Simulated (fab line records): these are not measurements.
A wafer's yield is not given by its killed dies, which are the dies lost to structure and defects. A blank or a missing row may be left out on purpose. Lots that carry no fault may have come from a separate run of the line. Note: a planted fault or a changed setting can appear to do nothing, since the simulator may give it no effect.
fab line records	flow n5_finfet
record: lots: 24	wafers: 72	last_day: 17
route steps=1938 shown BEOL_M8@1332 BEOL_M9@1401
lots untouched by any fault: they come from a run of this same line in which no faults occurred
start_h: start of the lot's first displayed wafer, in hours after the record's first day	wait_h: hours since the lot's step before	" as in the row above	L1.1+2: a row that stands for several wafers	- no value, or no start given	* or withheld: withheld	< > ~ a bound
route shown NAME@n: a module of which the file shows steps, and the number in the route of the first	usual: average and standard deviation across the fault-free wafers	same: alike in all rows	chamber/n: place in a boat	sites: readings site by site	_std_site: their standard deviation	_edge_site: mean of outer sites minus mean of inner sites	radius_mm: how far each site lies from the wafer's centre	mask NAME#n: copy n	behind: tool/chamber where the wafer was last shaped	hold: why the lot was held/for how many hours/how that ended	device: which transistor (n, p or np) failed to switch	end of line: the same wafers' tests at the end of the route	where a step has no rows: the recipe by itself	killed: not the wafer's yield, but the dies lost to structure and defects at the first sort	map: a wafer's dies, x killed, . not, _ none there
set.NAME: the setting that was run; set.NAME@STEP: the one run at that earlier step	model.NAME: the simulator's own value behind a step, which no gauge read
the route's steps for a sample of lots (tables are steps, rows are wafers)
services: a tool's chamber out of use, with start hour (start_h, from the record's first day; less than 0 if before it), hours out, and reason
== steps ==
step: N5_BEOL_M8_ILD_DEP_00
recipe: material: SiCOH_lowk	target_thk_a: 1797.5	temp_c: 300	precursor: DEMS/porogen	pressure_torr: 5	rf_w: 500	time_s: 33.4
usual: heater_power_w: 310/55	showerhead_plenum_p_Torr: 5.742/0.012	throttle_valve_pct: 13.9/0.61
lot.wafer	tool	chamber	start_h	wait_h	heater_power_w	showerhead_plenum_p_Torr	since_wet_clean_h	throttle_valve_pct
L074.3	pecvd-03	1	186.35	0.0	286	5.740	1978	13.8
L074.4	"	0	"	"	273	5.728	-	13.5
L074.5	"	2	"	"	252	5.739	-	13.3
L075.2	pecvd-03	1	206.64	0.0	339	5.749	1998	13.8
L075.3	"	2	"	"	241	5.734	-	13.5
L075.5	"	2	"	"	246	5.749	-	13.3
L076.2	pecvd-03	2	208.37	0.0	258	5.715	498	13.4
L076.4	"	1	"	"	327	5.750	-	13.8
L076.6	"	1	"	"	264	5.732	-	13.9
L077.2	pecvd-04	0	209.99	0.0	370	5.765	733	14.5
L077.4	"	0	"	"	372	5.775	-	14.3
L077.5	"	1	"	"	459	5.751	-	14.0
L078.3	pecvd-04	0	212.97	0.1	342	5.769	-	14.6
L078.4	"	1	"	"	446	5.759	-	14.2
L078.5	"	1	"	"	447	5.747	-	14.1
L079.1	pecvd-03	0	223.48	0.0	307	5.735	1290	13.6
L079.2	"	1	"	"	320	5.732	2015	14.0
L079.6	"	0	"	"	305	5.745	-	13.6
L080.1	pecvd-03	2	231.47	0.0	236	5.733	521	13.5
L080.2	"	1	"	"	313	5.740	2023	14.0
L080.5	"	1	"	"	320	5.735	-	14.1
L082.1	pecvd-03	1	232.15	0.0	299	5.744	2024	14.0
L082.3	"	2	"	"	227	5.740	-	13.6
L082.6	"	1	"	"	315	5.738	-	13.9
L081.2	pecvd-02	2	240.34	0.0	330	5.735	190	13.4
L081.3	"	0	"	"	305	5.754	944	15.4
L081.4	"	2	"	"	331	5.755	-	13.2
L083.2	pecvd-02	2	240.62	0.0	284	5.745	191	13.2
L083.3	"	1	"	"	269	5.729	1670	14.5
L083.6	"	2	"	"	294	5.749	-	12.9
L085.1	pecvd-03	1	255.57	0.0	309	5.734	2047	13.7
L085.4	"	0	"	"	302	5.752	-	13.3
L085.5	"	1	"	"	315	5.734	-	13.9
L084.2	pecvd-04	0	256.13	0.0	341	5.747	779	14.6
L084.3	"	2	"	"	330	5.721	25	13.7
L084.6	"	1	"	"	437	5.761	-	14.0
L087.3	pecvd-04	1	274.26	0.0	433	5.759	1522	14.0
L087.4	"	2	"	"	383	5.726	-	13.4
L087.6	"	0	"	"	353	5.760	-	14.3
L086.4	pecvd-03	2	277.31	0.1	282	5.733	-	13.5
L086.5	"	1	"	"	321	5.730	-	14.1
L086.6	"	0	"	"	319	5.735	-	13.6
L089.1	pecvd-03	1	278.76	0.0	329	5.744	2070	13.8
L089.2	"	0	"	"	280	5.743	1345	13.7
L089.4	"	0	"	"	289	5.739	-	13.4
L090.2	pecvd-03	1	283.51	0.0	321	5.741	2075	14.0
L090.3	"	2	"	"	266	5.735	573	13.6
L090.5	"	2	"	"	266	5.736	-	13.5
L088.1	pecvd-02	2	284.32	0.0	341	5.742	234	13.2
L088.4	"	2	"	"	342	5.748	-	13.0
L088.6	"	0	"	"	288	5.756	-	16.0
L091.1	pecvd-04	0	295.52	0.0	384	5.754	818	14.5
L091.3	"	2	"	"	326	5.730	64	13.3
L091.6	"	1	"	"	397	5.741	-	14.2
L092.3	pecvd-03	1	302.73	0.0	270	5.753	2094	14.1
L092.5	"	1	"	"	283	5.740	-	14.0
L092.6	"	0	"	"	260	5.740	-	13.7
L094.1	pecvd-03	0	307.13	0.0	271	5.744	1374	13.7
L094.5	"	1	"	"	283	5.752	-	13.8
L094.6	"	0	"	"	283	5.728	-	13.4
L093.2	pecvd-03	1	309.94	0.0	327	5.742	2101	14.2
L093.4	"	2	"	"	271	5.733	-	13.3
L093.6	"	1	"	"	327	5.755	-	13.9
L095.2	pecvd-02	0	314.20	0.0	290	5.757	1018	15.6
L095.4	"	0	"	"	287	5.764	-	15.5
L095.6	"	1	"	"	269	5.727	-	14.6
L096.1	pecvd-04	1	322.45	0.0	455	5.746	1570	14.0
L096.2	"	0	"	"	341	5.745	845	14.5
L096.6	"	1	"	"	456	5.752	-	13.9
L097.2	pecvd-02	0	339.64	0.0	272	5.751	1044	15.3
L097.3	"	2	"	"	335	5.743	290	13.3
L097.5	"	2	"	"	334	5.767	-	13.3
step: N5_BEOL_M8_STRIP_67
recipe: chemistry: CF4	resist: SiARC	power_w: 300	bias_power_w: 75	pressure_mtorr: 50	cf4_flow_sccm: 150	rf_frequency_hz: 6e+07
usual: drypump_motor_current_A: 6.0/0.51	oes_product_au: 0.79/0.08	rf_vpp_V: 271.3/1.7	showerhead_plenum_p_Torr: 1.80/0.052	throttle_valve_pct: 13.59/0.29
lot.wafer	tool	chamber	start_h	wait_h	drypump_motor_current_A	oes_product_au	rf_hours_counter_h	rf_vpp_V	showerhead_plenum_p_Torr	throttle_valve_pct
L074.3	rie_diel-04	1	188.60	0.0	5.7	0.77	133	269.9	1.80	13.81
L074.4	"	1	"	"	5.7	0.78	-	270.9	1.80	13.82
L074.5	"	0	"	"	6.6	0.70	-	270.7	1.71	13.57
L075.2	rie_diel-04	1	208.86	0.0	5.7	0.77	144	270.6	1.79	13.86
L075.3	"	0	"	"	6.6	0.70	243	266.9	1.70	13.58
L075.5	"	2	"	"	5.7	0.92	-	270.8	1.84	13.04
L076.2	rie_diel-04	0	211.59	0.0	6.6	0.69	245	268.5	1.70	13.59
L076.4	"	3	"	"	5.7	0.72	-	272.7	1.84	13.43
L076.6	"	0	"	"	6.6	0.69	-	268.5	1.70	13.58
L077.2	rie_diel-04	1	212.36	0.0	5.7	0.77	146	269.9	1.79	13.84
L077.4	"	0	"	"	6.6	0.70	-	267.6	1.70	13.56
L077.5	"	3	"	"	5.7	0.72	-	273.8	1.84	13.44
L078.3	rie_diel-04	0	214.60	0.0	6.6	0.70	246	267.8	1.70	13.59
L078.4	"	0	"	"	6.6	0.69	-	269.2	1.70	13.58
L078.5	"	3	"	"	5.7	0.71	-	271.3	1.84	13.45
L079.1	rie_diel-04	0	225.65	0.0	6.6	0.69	250	267.1	1.70	13.60
L079.2	"	2	"	"	5.8	0.90	12	273.0	1.84	13.08
L079.6	"	1	"	"	5.7	0.76	-	270.7	1.79	13.83
L080.1	rie_diel-01	0	233.93	0.0	5.5	0.86	69	272.5	1.82	13.81
L080.2	"	2	"	"	6.6	0.71	216	271.7	1.78	13.72
L080.5	"	3	"	"	5.1	0.71	-	269.4	1.70	13.72
L082.1	rie_diel-05	1	234.34	0.0	6.3	0.92	19	271.3	1.84	13.24
L082.3	"	2	"	"	6.6	0.76	172	270.5	1.79	13.66
L082.6	"	2	"	"	6.6	0.75	-	270.4	1.79	13.68
L081.2	rie_diel-01	0	243.11	0.0	5.5	0.85	73	271.5	1.82	13.80
L081.3	"	1	"	"	6.6	0.85	80	271.2	1.81	13.77
L081.4	"	0	"	"	5.5	0.86	-	271.5	1.82	13.80
L083.2	rie_diel-04	3	243.17	0.0	5.7	0.72	219	274.8	1.84	13.47
L083.3	"	1	"	"	5.7	0.75	157	269.9	1.79	13.87
L083.6	"	3	"	"	5.6	0.71	-	271.3	1.83	13.48
L085.1	rie_diel-01	2	258.15	0.0	6.6	0.69	222	270.9	1.78	13.74
L085.4	"	3	"	"	5.1	0.71	242	269.0	1.69	13.74
L085.5	"	0	"	"	5.5	0.84	-	270.0	1.82	13.83
L084.2	rie_diel-01	0	258.47	0.0	5.5	0.85	80	270.2	1.82	13.83
L084.3	"	1	"	"	6.7	0.84	87	270.8	1.81	13.83
L084.6	"	1	"	"	6.6	0.84	-	273.1	1.81	13.83
L087.3	rie_diel-01	0	276.02	0.0	5.5	0.85	86	271.1	1.82	13.83
L087.4	"	2	"	"	6.6	0.69	227	270.2	1.78	13.75
L087.6	"	1	"	"	6.7	0.83	-	272.8	1.81	13.87
L086.4	rie_diel-04	2	278.74	0.0	5.7	0.86	33	272.1	1.83	13.12
L086.5	"	2	"	"	5.7	0.86	-	269.3	1.83	13.11
L086.6	"	3	"	"	5.7	0.70	-	270.2	1.83	13.53
L089.1	rie_diel-01	2	281.30	0.0	6.6	0.70	230	271.1	1.78	13.74
L089.2	"	1	"	"	6.6	0.82	95	271.2	1.81	13.85
L089.4	"	2	"	"	6.6	0.69	-	270.6	1.78	13.76
L090.2	rie_diel-04	1	285.81	0.0	5.7	0.74	172	269.8	1.79	13.90
L090.3	"	2	"	"	5.7	0.86	35	272.7	1.83	13.13
L090.5	"	1	"	"	5.7	0.74	-	271.2	1.79	13.90
L088.1	rie_diel-04	0	286.28	0.0	6.7	0.94	12	274.1	1.91	13.04
L088.4	"	1	"	"	5.7	0.74	-	269.8	1.79	13.91
L088.6	"	0	"	"	6.6	0.94	-	274.0	1.91	13.06
L091.1	rie_diel-04	2	297.79	0.0	5.8	0.84	40	272.5	1.83	13.14
L091.3	"	3	"	"	5.7	0.70	241	273.4	1.83	13.52
L091.6	"	2	"	"	5.7	0.84	-	272.7	1.83	13.14
L092.3	rie_diel-05	0	306.68	0.0	5.6	0.79	130	268.1	1.73	13.53
L092.5	"	1	"	"	6.3	0.88	-	271.3	1.83	13.30
L092.6	"	2	"	"	6.6	0.74	-	272.2	1.78	13.72
L094.1	rie_diel-01	3	309.87	0.0	5.1	0.97	3	272.9	1.90	13.18
L094.5	"	2	"	"	6.6	0.68	-	270.2	1.78	13.77
L094.6	"	1	"	"	6.6	0.82	-	272.1	1.81	13.88
L093.2	rie_diel-01	1	313.28	0.0	6.6	0.81	107	271.1	1.81	13.86
L093.4	"	2	"	"	6.6	0.68	244	272.5	1.78	13.79
L093.6	"	0	"	"	5.5	0.82	-	272.0	1.81	13.87
L095.2	rie_diel-01	1	315.63	0.0	6.6	0.81	108	271.6	1.81	13.87
L095.4	"	3	"	"	5.2	0.96	6	274.0	1.90	13.18
L095.6	"	0	"	"	5.5	0.81	-	271.5	1.81	13.88
L096.1	rie_diel-05	1	324.54	0.0	6.3	0.87	49	272.1	1.83	13.31
L096.2	"	3	"	"	5.5	0.73	180	273.2	1.86	13.77
L096.6	"	3	"	"	5.5	0.73	-	273.9	1.86	13.81
L097.2	rie_diel-04	3	342.38	0.0	5.7	0.96	2	272.5	1.83	12.98
L097.3	"	0	"	"	6.6	0.89	35	272.3	1.90	13.12
L097.5	"	1	"	"	5.7	0.72	-	270.6	1.78	13.96
step: N5_BEOL_M8_CD_MEAS_18
recipe: pitch_nm: 80	target_cd_nm: 40
usual: cd_nm: 40.1/0.46
lot.wafer	tool	chamber	start_h	wait_h	cd_nm
L074.3	cd_sem-03	-	188.83	0.1	41.0
L074.4	"	-	"	"	40.1
L074.5	"	-	"	"	41.1
L075.2	cd_sem-03	-	209.18	0.1	39.8
L075.3	"	-	"	"	40.2
L075.5	"	-	"	"	40.2
L076.2	cd_sem-01	-	212.02	0.1	40.2
L076.4	"	-	"	"	40.3
L076.6	"	-	"	"	40.1
L077.2	cd_sem-02	-	212.66	0.1	40.1
L077.4	"	-	"	"	40.0
L077.5	"	-	"	"	40.3
L078.3	cd_sem-01	-	214.83	0.1	40.5
L078.4	"	-	"	"	40.2
L078.5	"	-	"	"	39.7
L079.1	cd_sem-01	-	225.99	0.0	39.8
L079.2	"	-	"	"	40.4
L079.6	"	-	"	"	40.0
L080.1	cd_sem-02	-	234.15	0.0	40.5
L080.2	"	-	"	"	40.2
L080.5	"	-	"	"	40.1
L082.1	cd_sem-02	-	234.56	0.0	40.2
L082.3	"	-	"	"	39.7
L082.6	"	-	"	"	40.4
L081.2	cd_sem-01	-	243.34	0.1	39.8
L081.3	"	-	"	"	39.6
L081.4	"	-	"	"	39.3
L083.2	cd_sem-02	-	243.40	0.1	39.5
L083.3	"	-	"	"	39.9
L083.6	"	-	"	"	39.6
L085.1	cd_sem-02	-	258.56	0.0	40.4
L085.4	"	-	"	"	40.6
L085.5	"	-	"	"	40.4
L084.2	cd_sem-01	-	258.79	0.1	39.6
L084.3	"	-	"	"	40.0
L084.6	"	-	"	"	40.4
L087.3	cd_sem-01	-	276.35	0.1	40.3
L087.4	"	-	"	"	39.3
L087.6	"	-	"	"	39.8
L086.4	cd_sem-01	-	279.02	0.1	39.7
L086.5	"	-	"	"	39.3
L086.6	"	-	"	"	38.7
L089.1	cd_sem-01	-	281.52	0.0	40.7
L089.2	"	-	"	"	40.6
L089.4	"	-	"	"	40.5
L090.2	cd_sem-03	-	286.03	0.1	39.9
L090.3	"	-	"	"	39.8
L090.5	"	-	"	"	40.1
L088.1	cd_sem-01	-	286.50	0.0	40.1
L088.4	"	-	"	"	40.1
L088.6	"	-	"	"	40.2
L091.1	cd_sem-03	-	298.05	0.0	41.2
L091.3	"	-	"	"	40.5
L091.6	"	-	"	"	41.3
L092.3	cd_sem-03	-	307.06	0.1	40.5
L092.5	"	-	"	"	40.8
L092.6	"	-	"	"	40.3
L094.1	cd_sem-03	-	310.09	0.0	40.5
L094.5	"	-	"	"	40.0
L094.6	"	-	"	"	40.3
L093.2	cd_sem-03	-	313.59	0.1	39.6
L093.4	"	-	"	"	39.4
L093.6	"	-	"	"	40.0
L095.2	cd_sem-02	-	315.86	0.1	40.2
L095.4	"	-	"	"	40.6
L095.6	"	-	"	"	40.1
L096.1	cd_sem-02	-	324.79	0.0	39.4
L096.2	"	-	"	"	40.2
L096.6	"	-	"	"	40.0
L097.2	cd_sem-01	-	342.69	0.1	40.3
L097.3	"	-	"	"	40.2
L097.5	"	-	"	"	39.7
step: N5_BEOL_M9_ILD_DEP_00
recipe: material: SiCOH_lowk	target_thk_a: 3085.1	temp_c: 300	precursor: DEMS/porogen	pressure_torr: 5	rf_w: 500	time_s: 58
usual: heater_power_w: 303/33	showerhead_plenum_p_Torr: 5.739/0.018	throttle_valve_pct: 13.7/0.8
lot.wafer	tool	chamber	start_h	wait_h	heater_power_w	showerhead_plenum_p_Torr	since_wet_clean_h	throttle_valve_pct
L074.3	pecvd-01	0	195.17	0.0	335	5.751	1080	13.9
L074.4	"	2	"	"	355	5.704	-	12.9
L074.5	"	1	"	"	284	5.731	-	13.6
L075.2	pecvd-01	0	214.00	0.0	355	5.749	1099	14.0
L075.3	"	0	"	"	284	5.763	-	13.8
L075.5	"	1	"	"	233	5.732	-	13.5
L076.2	pecvd-02	2	215.28	0.0	299	5.755	165	13.4
L076.4	"	0	"	"	310	5.745	-	15.4
L076.6	"	1	"	"	280	5.757	-	14.6
L077.2	pecvd-03	2	217.80	0.0	269	5.743	508	13.0
L077.4	"	1	"	"	324	5.740	-	14.0
L077.5	"	2	"	"	275	5.739	-	13.2
L078.3	pecvd-02	0	218.89	0.0	247	5.757	923	15.7
L078.4	"	2	"	"	311	5.756	-	13.1
L078.5	"	0	"	"	260	5.755	-	15.6
L079.1	pecvd-01	2	230.16	0.0	354	5.693	361	12.7
L079.2	"	0	"	"	304	5.750	1115	13.8
L079.6	"	1	"	"	295	5.730	-	13.4
L080.1	pecvd-01	2	239.57	0.0	348	5.700	371	12.9
L080.2	"	1	"	"	272	5.747	1850	13.6
L080.5	"	0	"	"	330	5.755	-	13.6
L082.1	pecvd-01	1	239.89	0.0	296	5.728	1850	13.3
L082.3	"	2	"	"	324	5.702	371	12.8
L082.6	"	2	"	"	337	5.704	-	12.8
L081.2	pecvd-03	0	248.45	0.0	242	5.751	1315	13.3
L081.3	"	2	"	"	268	5.728	538	13.0
L081.4	"	1	"	"	272	5.721	-	13.9
L083.2	pecvd-02	1	248.63	0.0	246	5.733	1678	14.3
L083.3	"	2	"	"	347	5.740	199	13.2
L083.6	"	2	"	"	351	5.738	-	12.9
L085.1	pecvd-01	0	265.67	0.0	327	5.763	1151	14.0
L085.4	"	0	"	"	336	5.756	-	13.7
L085.5	"	2	"	"	359	5.704	-	12.9
L084.2	pecvd-03	0	266.67	0.0	301	5.743	1333	13.8
L084.3	"	2	"	"	274	5.727	556	13.2
L084.6	"	0	"	"	307	5.732	-	13.6
L087.3	pecvd-03	0	281.66	0.0	295	5.758	1348	13.3
L087.4	"	0	"	"	304	5.740	-	13.4
L087.6	"	2	"	"	272	5.737	-	13.5
L086.4	pecvd-02	0	284.81	0.1	241	5.762	-	15.8
L086.5	"	2	"	"	343	5.751	-	13.0
L086.6	"	1	"	"	300	5.727	-	14.1
L089.1	pecvd-02	1	287.70	0.0	268	5.733	1717	14.5
L089.2	"	0	"	"	286	5.754	992	15.9
L089.4	"	1	"	"	278	5.728	-	14.5
L090.2	pecvd-01	1	290.00	0.0	303	5.740	1900	13.7
L090.3	"	2	"	"	329	5.699	421	12.6
L090.5	"	1	"	"	301	5.733	-	13.3
L088.1	pecvd-01	1	290.34	0.0	304	5.738	1900	13.5
L088.4	"	0	"	"	319	5.759	-	13.9
L088.6	"	1	"	"	310	5.739	-	13.5
L091.1	pecvd-02	1	302.25	0.0	299	5.745	1731	14.4
L091.3	"	0	"	"	299	5.744	1006	15.9
L091.6	"	0	"	"	312	5.749	-	15.8
L092.3	pecvd-01	0	311.33	0.0	309	5.761	1196	13.7
L092.5	"	0	"	"	324	5.746	-	13.9
L092.6	"	1	"	"	247	5.731	-	13.3
L094.1	pecvd-02	0	314.92	0.0	311	5.775	1019	15.5
L094.5	"	2	"	"	341	5.735	-	13.0
L094.6	"	0	"	"	245	5.751	-	15.8
L093.2	pecvd-03	0	317.89	0.0	303	5.743	1384	13.6
L093.4	"	1	"	"	297	5.743	-	13.9
L093.6	"	0	"	"	244	5.743	-	13.5
L095.2	pecvd-01	1	322.72	0.0	295	5.738	1933	13.3
L095.4	"	0	"	"	348	5.775	-	14.0
L095.6	"	1	"	"	304	5.735	-	13.2
L096.1	pecvd-01	2	329.61	0.0	327	5.715	461	12.9
L096.2	"	1	"	"	276	5.734	1940	13.4
L096.6	"	2	"	"	336	5.707	-	12.8
L097.2	pecvd-01	1	347.28	0.0	295	5.738	1957	13.2
L097.3	"	2	"	"	361	5.703	478	12.8
L097.5	"	1	"	"	237	5.734	-	13.5
step: N5_BEOL_M9_CURE_71
recipe: temp_c: 385	time_s: 240	ambient: He/Ar	material: SiCOH_lowk
usual: lamp_power_pct: 52.31/0.054	wafer_temp_C_max: 386.8/0.65
lot.wafer	tool	chamber	start_h	wait_h	lamp_power_pct	wafer_temp_C_max
L074.3	uv_cure-02	1	195.40	0.2	52.28	386.0
L074.4	"	1	"	"	52.27	385.9
L074.5	"	1	"	"	52.20	386.0
L075.2	uv_cure-02	0	214.22	0.2	52.28	388.1
L075.3	"	0	"	"	52.31	387.5
L075.5	"	0	"	"	52.30	387.2
L076.2	uv_cure-03	0	215.44	0.1	52.29	386.4
L076.4	"	0	"	"	52.36	386.8
L076.6	"	0	"	"	52.31	386.8
L077.2	uv_cure-02	1	217.96	0.1	52.33	386.0
L077.4	"	1	"	"	52.24	386.6
L077.5	"	1	"	"	52.21	386.4
L078.3	uv_cure-03	0	219.14	0.2	52.34	387.4
L078.4	"	0	"	"	52.29	386.5
L078.5	"	0	"	"	52.20	387.4
L079.1	uv_cure-03	2	230.23	0.0	52.30	387.5
L079.2	"	2	"	"	52.35	386.9
L079.6	"	2	"	"	52.29	386.8
L080.1	uv_cure-01	1	239.65	0.0	52.28	387.0
L080.2	"	1	"	"	52.43	387.3
L080.5	"	1	"	"	52.34	387.0
L082.1	uv_cure-02	2	239.97	0.0	52.31	386.7
L082.3	"	2	"	"	52.31	386.8
L082.6	"	2	"	"	52.27	386.4
L081.2	uv_cure-02	1	248.61	0.1	52.28	386.1
L081.3	"	1	"	"	52.27	386.1
L081.4	"	1	"	"	52.36	386.1
L083.2	uv_cure-01	1	248.79	0.1	52.30	386.8
L083.3	"	1	"	"	52.34	386.2
L083.6	"	1	"	"	52.28	386.5
L085.1	uv_cure-01	1	265.75	0.0	52.38	386.8
L085.4	"	1	"	"	52.29	386.7
L085.5	"	1	"	"	52.24	386.7
L084.2	uv_cure-03	2	266.83	0.1	52.42	387.2
L084.3	"	2	"	"	52.36	387.5
L084.6	"	2	"	"	52.28	386.6
L087.3	uv_cure-01	0	281.89	0.2	52.22	386.1
L087.4	"	0	"	"	52.31	386.1
L087.6	"	0	"	"	52.29	386.3
L086.4	uv_cure-03	2	285.10	0.3	52.34	386.8
L086.5	"	2	"	"	52.32	387.2
L086.6	"	2	"	"	52.35	387.2
L089.1	uv_cure-01	0	287.78	0.0	52.36	386.0
L089.2	"	0	"	"	52.34	385.8
L089.4	"	0	"	"	52.28	385.9
L090.2	uv_cure-03	2	290.16	0.1	52.36	387.0
L090.3	"	2	"	"	52.33	387.5
L090.5	"	2	"	"	52.24	387.2
L088.1	uv_cure-03	1	290.56	0.2	52.36	386.8
L088.4	"	1	"	"	52.34	386.8
L088.6	"	1	"	"	52.28	387.3
L091.1	uv_cure-01	0	302.33	0.0	52.33	385.9
L091.3	"	0	"	"	52.28	386.4
L091.6	"	0	"	"	52.36	386.0
L092.3	uv_cure-02	1	311.73	0.4	52.27	386.1
L092.5	"	1	"	"	52.36	386.5
L092.6	"	1	"	"	52.34	386.5
L094.1	uv_cure-02	0	315.06	0.1	52.33	387.1
L094.5	"	0	"	"	52.33	387.1
L094.6	"	0	"	"	52.35	387.8
L093.2	uv_cure-03	2	318.05	0.1	52.35	387.0
L093.4	"	2	"	"	52.23	387.0
L093.6	"	2	"	"	52.22	387.4
L095.2	uv_cure-03	2	323.07	0.3	52.25	387.1
L095.4	"	2	"	"	52.36	386.7
L095.6	"	2	"	"	52.29	386.7
L096.1	uv_cure-02	1	329.68	0.0	52.45	386.4
L096.2	"	1	"	"	52.32	386.3
L096.6	"	1	"	"	52.26	385.9
L097.2	uv_cure-03	2	347.43	0.1	52.35	386.9
L097.3	"	2	"	"	52.25	387.5
L097.5	"	2	"	"	52.41	387.2
step: N5_BEOL_M9_STRIP_19
recipe: chemistry: O2	power_w: 400	temp_c: 40	pressure_mtorr: 30	rf_frequency_hz: 6e+07	bias_power_w: 0	overash_fraction: 0.2	o2_flow_sccm: 225
usual: drypump_motor_current_A: 5.9/0.39	oes_product_au: 0.81/0.077	rf_vpp_V: 3.5/0.67	showerhead_plenum_p_Torr: 2.12/0.086	throttle_valve_pct: 16.61/0.22
lot.wafer	tool	chamber	start_h	wait_h	drypump_motor_current_A	oes_product_au	rf_hours_counter_h	rf_vpp_V	showerhead_plenum_p_Torr	throttle_valve_pct
L074.3	rie_diel-03	1	197.54	0.3	6.0	0.73	173	4.5	2.18	16.90
L074.4	"	0	"	"	6.7	0.87	29	3.8	2.05	16.53
L074.5	"	2	"	"	5.3	0.75	-	3.8	2.01	16.78
L075.2	rie_diel-03	0	217.55	0.1	6.7	0.87	35	3.7	2.05	16.54
L075.3	"	3	"	"	5.4	0.95	6	3.7	2.05	16.59
L075.5	"	1	"	"	5.9	0.72	-	2.1	2.18	16.93
L076.2	rie_diel-02	0	217.80	0.1	6.0	0.82	82	4.7	2.21	16.37
L076.4	"	3	"	"	5.6	0.93	21	3.4	2.24	16.49
L076.6	"	0	"	"	6.1	0.83	-	3.0	2.21	16.37
L077.2	rie_diel-03	2	220.31	0.1	5.3	0.75	160	3.8	2.01	16.79
L077.4	"	0	"	"	6.7	0.87	35	2.3	2.05	16.52
L077.5	"	1	"	"	5.9	0.73	-	4.1	2.18	16.91
L078.3	rie_diel-02	0	221.71	0.2	6.0	0.83	83	2.5	2.21	16.37
L078.4	"	1	"	"	6.2	0.74	165	4.0	2.18	16.41
L078.5	"	3	"	"	5.5	0.92	-	4.1	2.24	16.52
L079.1	rie_diel-02	1	231.97	0.2	6.3	0.73	169	4.1	2.18	16.42
L079.2	"	3	"	"	5.6	0.92	27	3.3	2.24	16.52
L079.6	"	3	"	"	5.6	0.91	-	2.5	2.24	16.52
L080.1	rie_diel-02	0	243.10	0.1	6.0	0.81	91	2.3	2.21	16.38
L080.2	"	2	"	"	6.2	0.74	207	3.5	1.99	17.04
L080.5	"	0	"	"	6.1	0.81	-	4.3	2.21	16.38
L082.1	rie_diel-02	0	243.14	0.1	6.0	0.81	91	3.5	2.21	16.39
L082.3	"	3	"	"	5.6	0.90	31	2.3	2.24	16.53
L082.6	"	2	"	"	6.2	0.73	-	3.6	1.99	17.05
L081.2	rie_diel-02	3	251.92	0.1	5.6	0.91	33	4.1	2.24	16.53
L081.3	"	1	"	"	6.2	0.73	176	3.4	2.18	16.44
L081.4	"	0	"	"	6.0	0.81	94	4.3	2.21	16.38
L083.2	rie_diel-03	3	252.19	0.2	5.4	0.91	16	3.5	2.05	16.60
L083.3	"	1	"	"	5.9	0.72	189	5.1	2.17	16.93
L083.6	"	1	"	"	5.9	0.72	-	3.8	2.17	16.94
L085.1	rie_diel-02	2	268.71	0.2	6.2	0.73	215	2.5	1.98	17.07
L085.4	"	1	"	"	6.3	0.72	181	2.9	2.17	16.45
L085.5	"	3	"	"	5.6	0.89	-	3.1	2.23	16.56
L084.2	rie_diel-06	3	268.95	0.1	5.8	0.80	108	4.3	2.20	16.44
L084.3	"	2	"	"	5.2	0.85	67	3.2	2.13	16.64
L084.6	"	3	"	"	5.9	0.80	-	3.5	2.20	16.46
L087.3	rie_diel-02	1	284.98	0.1	6.2	0.72	186	4.6	2.17	16.47
L087.4	"	2	"	"	6.2	0.72	220	2.6	1.98	17.04
L087.6	"	2	"	"	6.2	0.71	-	3.3	1.98	17.07
L086.4	rie_diel-03	1	288.00	0.1	5.9	0.71	200	5.2	2.17	16.95
L086.5	"	1	"	"	5.9	0.70	-	3.9	2.17	17.01
L086.6	"	0	"	"	6.7	0.84	-	2.7	2.04	16.58
L089.1	rie_diel-06	3	289.71	0.1	5.8	0.79	115	3.5	2.20	16.45
L089.2	"	2	"	"	5.2	0.84	74	4.3	2.13	16.65
L089.4	"	1	"	"	6.1	0.87	48	3.6	2.13	16.36
L090.2	rie_diel-06	0	292.09	0.1	6.0	0.95	12	3.9	2.06	16.45
L090.3	"	1	"	"	6.1	0.86	49	3.3	2.13	16.35
L090.5	"	1	"	"	6.1	0.86	-	3.7	2.13	16.36
L088.1	rie_diel-06	2	294.27	0.1	5.2	0.84	75	2.7	2.13	16.65
L088.4	"	1	"	"	6.1	0.87	50	4.8	2.13	16.38
L088.6	"	2	"	"	5.2	0.84	-	2.8	2.13	16.67
L091.1	rie_diel-02	3	306.51	0.2	5.6	0.86	50	3.8	2.23	16.56
L091.3	"	2	"	"	6.2	0.72	227	3.9	1.98	17.06
L091.6	"	3	"	"	5.5	0.86	-	4.4	2.23	16.56
L092.3	rie_diel-03	2	313.94	0.1	5.3	0.71	186	3.0	2.00	16.85
L092.5	"	3	"	"	5.3	0.87	-	2.8	2.05	16.63
L092.6	"	0	"	"	6.6	0.82	-	2.8	2.04	16.59
L094.1	rie_diel-03	0	318.60	0.1	6.6	0.82	66	2.9	2.04	16.62
L094.5	"	0	"	"	6.7	0.83	-	3.6	2.04	16.59
L094.6	"	3	"	"	5.3	0.88	-	2.8	2.05	16.63
L093.2	rie_diel-02	1	322.65	0.1	6.2	0.70	198	4.1	2.17	16.47
L093.4	"	3	"	"	5.6	0.86	56	4.9	2.23	16.57
L093.6	"	0	"	"	6.0	0.79	-	4.4	2.20	16.43
L095.2	rie_diel-06	0	325.55	0.1	6.0	0.92	23	3.4	2.06	16.45
L095.4	"	3	"	"	5.9	0.79	-	3.3	2.20	16.47
L095.6	"	1	"	"	6.1	0.85	-	4.2	2.13	16.37
L096.1	rie_diel-06	3	333.34	0.4	5.8	0.79	130	4.4	2.20	16.49
L096.2	"	0	"	"	6.0	0.92	27	1.9	2.05	16.50
L096.6	"	1	"	"	6.2	0.84	-	3.6	2.13	16.41
L097.2	rie_diel-02	1	352.26	0.1	6.2	0.70	208	2.9	2.16	16.50
L097.3	"	2	"	"	6.2	0.69	242	2.7	1.98	17.08
L097.5	"	3	"	"	5.6	0.84	-	3.4	2.22	16.60
== services ==
tool	chamber	start_h	hours	kind
rie_diel-01	-	182.64	29.3	repair
pecvd-03	2	190.05	6.5	repair
pecvd-01	-	195.64	14.6	pm
rie_diel-02	0	201.01	9.1	repair
rie_diel-04	2	210.03	5.3	repair
rie_diel-04	1	217.31	5.0	repair
rie_diel-01	3	221.31	4.5	repair
rie_diel-02	2	223.76	6.1	repair
uv_cure-03	-	227.81	2.1	pm
pecvd-03	0	231.60	8.4	repair
rie_diel-02	2	237.18	4.4	repair
rie_diel-01	2	240.16	6.1	repair
uv_cure-03	-	251.03	7.5	pm
pecvd-02	-	256.77	4.3	pm
rie_diel-04	1	265.61	2.8	repair
pecvd-01	0	267.79	6.9	repair
rie_diel-04	1	270.86	4.3	repair
pecvd-02	0	272.77	6.2	repair
rie_diel-04	3	283.85	4.2	repair
rie_diel-01	1	284.52	2.1	repair
rie_diel-04	2	298.45	3.9	repair
rie_diel-01	3	303.05	3.8	repair
pecvd-03	-	329.01	2.8	pm
rie_diel-02	-	343.94	2.8	pm
== key ==
fault none
